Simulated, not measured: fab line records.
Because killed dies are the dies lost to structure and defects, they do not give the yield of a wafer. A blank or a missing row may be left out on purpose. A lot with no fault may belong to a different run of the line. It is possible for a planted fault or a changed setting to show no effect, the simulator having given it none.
Comparing a struck lot with a sound one	flow n5 finfet	32 out of 1938 route steps
Sound: the wafers L727.2, L727.5, L727.6. Struck: wafers L720.3, L720.6 (left out: L720.4, a lot-mate that was not struck); the cause follows at the end.
At each step with rows: each side's tool, then ch and its chambers, then its first start. Under that, the readings that differ: sound wafers	struck wafers	difference of the means	sigmas: that difference in standard deviations of wafers without a fault.
alike: readings whose means differ by less than 2 such deviations, and words and numbers that are the same on both sides. not compared: withheld readings, readings that some wafer has no value for, bounds like >300 that may hide the same value, and numbers for which the record gives no deviation and whose values overlap.
Wherever a step has rows on one side only, a row that says differs or no value, or a row with sigmas, the two part there. Numbers that have no deviation but don't overlap get no sigmas and don't part them. Lack of a reading on every wafer of one side parts them only where that side has two or more wafers.

first, 12 steps without rows for these wafers: N5_HKMG_FIN_DESCUM_53 (chemistry O2, time 7.9 s); N5_HKMG_FIN_ETCH_54 (etches SiARC in CF4, target depth 45.5 nm, time 75.8 s); N5_HKMG_FIN_ETCH_55 (etches SOC in N2/H2, target depth 240 nm, time 300 s); N5_HKMG_FIN_STRIP_56 (strips in N2/H2); N5_HKMG_FIN_STRIP_57 (strips in CF4); N5_HKMG_FIN_ETCH_58 (etches SOC in N2/H2, target depth 215.8 nm, time 741 s); N5_HKMG_FIN_STRIP_93 (strips SOC in N2/H2, time 20 s); N5_HKMG_FIN_WET_ETCH_76 (etches Al2O3 in dNH4OH, stops on La2O3, target depth 2.25 nm, rinse time 30 s); N5_HKMG_FIN_STRIP_60 (strips in N2/H2, time 360 s); N5_HKMG_FIN_WET_ETCH_77 (etches La2O3 in dHCl, stops on HfO2, target depth 2 nm); N5_HKMG_FIN_WET_ETCH_78 (etches Al2O3 in dNH4OH, stops on La2O3, target depth 4.5 nm, rinse time 30 s); N5_HKMG_FIN_ALD_79 (deposits TiN, target thk 1.5 nm, pulse time 1 s, purge time 3 s).
N5_HKMG_FIN_CVD_62: deposits a-Si from Si2H6, target thk 3 nm, time 20.8 s.
  sound on thermal cvd si-02 ch 0,2, day 9 03:32; struck on thermal cvd si-01 ch 0, day 7 08:08
  alike: heater power w
then, 15 steps without rows for these wafers: N5_HKMG_FIN_RTA_80 (time 2 s); N5_HKMG_FIN_PRECLEAN_64 (cleans in dHF, time 30 s); N5_HKMG_FIN_WET_ETCH_65 (etches a-Si in TMAH, stops on TiN, time 49 s, target depth 3 nm); N5_HKMG_FIN_WET_ETCH_81 (etches TiN in SC1, stops on HfO2, time 57 s, target depth 6 nm); N5_HKMG_FIN_WET_ETCH_82 (etches La2O3 in dHCl, stops on HfO2, target depth 2 nm, rinse time 30 s); N5_HKMG_FIN_ALD_36 (deposits TiN, target thk 1 nm, pulse time 1 s, purge time 3 s); N5_HKMG_FIN_PWFM_ALD_03 (deposits TiN, target thk 2 nm, pulse time 1 s, purge time 3 s); N5_HKMG_FIN_COAT_29 (time 60 s, resist thk 300 nm); N5_HKMG_FIN_COAT_30 (time 60 s, resist thk 35 nm); N5_HKMG_FIN_COAT_06 (resist thk 90 nm); N5_HKMG_FIN_EBR_08; N5_HKMG_FIN_SOFTBAKE_07 (time 60 s); N5_HKMG_FIN_EXPOSE_09 (exposes mask NWFM); N5_HKMG_FIN_PEB_10 (peb time 60 s); N5_HKMG_FIN_DEVELOP_11 (develop time 30 s).
N5_HKMG_FIN_INSPECT_14: inspects for defects (macro).
  sound on defect inspect-02 at day 9 05:10; struck on defect inspect-02 at day 7 09:49
reading	sound	struck	difference	sigmas
raw defect count	2 3 2	>300 >300	differs	
then, 1 step without rows for these wafers: N5_HKMG_FIN_DESCUM_17 (chemistry O2, time 7.9 s).
-- the record jumps here: 6 days lie between the struck wafers' starts before and after (it left off in module HKMG_FIN and takes up again in module BEOL_M4, whose first step shown is number 1111 of the route) --
N5_BEOL_M4_RC_MEAS_101:
  sound on prober-01 ch 0, day 15 06:31; struck on prober-02 ch 0, day 13 09:02
  alike: DIBL_N, DIBL_P, IOFF_N, IOFF_P, ION_N, ION_P, SS_N, SS_P, VT_N, VT_P
-- the record jumps here: 5 days lie between the struck wafers' starts before and after (it left off in module BEOL_M4 and takes up again in module PASSIVATION, whose first step shown is number 1936 of the route) --
N5_PASSIVATION_PROBE_49:
  sound on prober-01 at day 20 08:16; struck on prober-02 at day 18 06:44
reading	sound	struck	difference	sigmas
defect limited yield (%)	92.4	80.3 77.7	-13.4	-10
killed at front end	35	193 202	+162	+15
killed at other	7	2 2	-5	-2
killed dies	90	232 263	+158	+10
sort_bin_5_function (%)	5.4	11.9 13.6	+7.3	+8
sort_bin_6_memory (%)	2.1	4.3 4.4	+2.2	+3
sort n pass	1090	948 917	-158	-10
sort yield pct (%)	92.4	80.3 77.7	-13.4	-10
  alike: killed_at_M0_to_M3, killed_at_M4_up, killed at contacts, killed open, killed short

== WHERE THEY PART ==
At N5_HKMG_FIN_INSPECT_14 first; at N5_PASSIVATION_PROBE_49 last (within this record only).

WHY: whatever the simulator had introduced
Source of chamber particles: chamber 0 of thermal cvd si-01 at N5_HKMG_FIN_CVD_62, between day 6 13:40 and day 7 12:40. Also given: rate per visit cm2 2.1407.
